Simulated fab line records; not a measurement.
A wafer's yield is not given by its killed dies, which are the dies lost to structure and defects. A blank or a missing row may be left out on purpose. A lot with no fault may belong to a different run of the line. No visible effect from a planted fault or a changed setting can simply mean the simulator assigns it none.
Chamber matching :: flow nand_harc :: 4 sister chambers for NHARC_A_SGD_CUT_CMP_21 on cmp-04
The step polishes, target thk 148.19 nm. 18 wafers are shown with their chamber, then 9 later ones without.

WAFERS WITH THEIR CHAMBER
wafer: L074.3
chamber: 1
motor_current_A (A): 13.0
time_to_endpoint_s (s): 53.6

wafer: L074.4
chamber: 3
motor_current_A (A): 9.4
time_to_endpoint_s (s): 50.3

wafer: L074.6
chamber: 1
motor_current_A (A): 13.2
time_to_endpoint_s (s): 52.9

wafer: L082.1
chamber: 2
motor_current_A (A): 12.9
time_to_endpoint_s (s): 51.9

wafer: L082.2
chamber: 1
motor_current_A (A): 12.4
time_to_endpoint_s (s): 49.0

wafer: L082.6
chamber: 1
motor_current_A (A): 13.1
time_to_endpoint_s (s): 51.6

wafer: L086.2
chamber: 2
motor_current_A (A): 13.0
time_to_endpoint_s (s): 49.4

wafer: L086.4
chamber: 3
motor_current_A (A): 9.4
time_to_endpoint_s (s): 49.1

wafer: L086.6
chamber: 2
motor_current_A (A): 13.5
time_to_endpoint_s (s): 49.3

wafer: L087.2
chamber: 2
motor_current_A (A): 13.6
time_to_endpoint_s (s): 47.7

wafer: L087.3
chamber: 0
motor_current_A (A): 10.5
time_to_endpoint_s (s): 49.1

wafer: L087.5
chamber: 2
motor_current_A (A): 12.9
time_to_endpoint_s (s): 49.5

wafer: L090.2
chamber: 0
motor_current_A (A): 10.3
time_to_endpoint_s (s): 51.2

wafer: L090.3
chamber: 3
motor_current_A (A): 8.8
time_to_endpoint_s (s): 48.8

wafer: L090.4
chamber: 2
motor_current_A (A): 13.5
time_to_endpoint_s (s): 48.5

wafer: L091.2
chamber: 3
motor_current_A (A): 9.6
time_to_endpoint_s (s): 48.8

wafer: L091.4
chamber: 1
motor_current_A (A): 13.8
time_to_endpoint_s (s): 50.0

wafer: L091.5
chamber: 3
motor_current_A (A): 9.0
time_to_endpoint_s (s): 46.6

SIGNATURES, as means of the wafers listed above
reading: motor_current_A
chamber 0: 10.400
chamber 1: 13.100
chamber 2: 13.233
chamber 3: 9.240
scatter within a chamber: 0.378

reading: time_to_endpoint_s
chamber 0: 50.150
chamber 1: 51.420
chamber 2: 49.383
chamber 3: 48.720
scatter within a chamber: 1.56
Rule: for a wafer and a chamber, the distance is found by dividing, reading by reading, the gap between the wafer's reading and the chamber's mean by the reading's scatter, squaring, summing and taking the root. If the next closest chamber is less than 2 further off than the closest, the wafer can't be placed; otherwise it belongs to the closest. The scatter is the square root of a quotient: the sum, over the shown wafers, of each reading's squared deviation from its chamber's mean, divided by wafers minus chambers.

WAFERS MISSING THEIR CHAMBER
wafer: L092.1
motor_current_A (A): 12.9
time_to_endpoint_s (s): 50.4

wafer: L092.3
motor_current_A (A): 10.0
time_to_endpoint_s (s): 48.7

wafer: L092.6
motor_current_A (A): 10.7
time_to_endpoint_s (s): 50.1

wafer: L094.1
motor_current_A (A): 9.1
time_to_endpoint_s (s): 46.1

wafer: L094.2
motor_current_A (A): 14.0
time_to_endpoint_s (s): 47.6

wafer: L094.4
motor_current_A (A): 12.9
time_to_endpoint_s (s): 48.7

wafer: L096.2
motor_current_A (A): 10.8
time_to_endpoint_s (s): 52.8

wafer: L096.5
motor_current_A (A): 12.8
time_to_endpoint_s (s): 51.2

wafer: L096.6
motor_current_A (A): 12.8
time_to_endpoint_s (s): 53.7

THE CHAMBER EACH PASSED THROUGH
wafer: L092.1
from the rows above: can't be placed: 1 or 2
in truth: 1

wafer: L092.3
from the rows above: can't be placed: 0 or 3
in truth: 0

wafer: L092.6
from the rows above: 0
in truth: 0

wafer: L094.1
from the rows above: 3
in truth: 3

wafer: L094.2
from the rows above: can't be placed: 2 or 1
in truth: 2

wafer: L094.4
from the rows above: can't be placed: 2 or 1
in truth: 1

wafer: L096.2
from the rows above: 0
in truth: 0

wafer: L096.5
from the rows above: can't be placed: 1 or 2
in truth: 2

wafer: L096.6
from the rows above: can't be placed: 1 or 2
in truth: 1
Correct placement for 3 of the 9. Can't be placed from these rows: 6 (the true chamber is among the candidates in 6). Wrongly placed: 0.
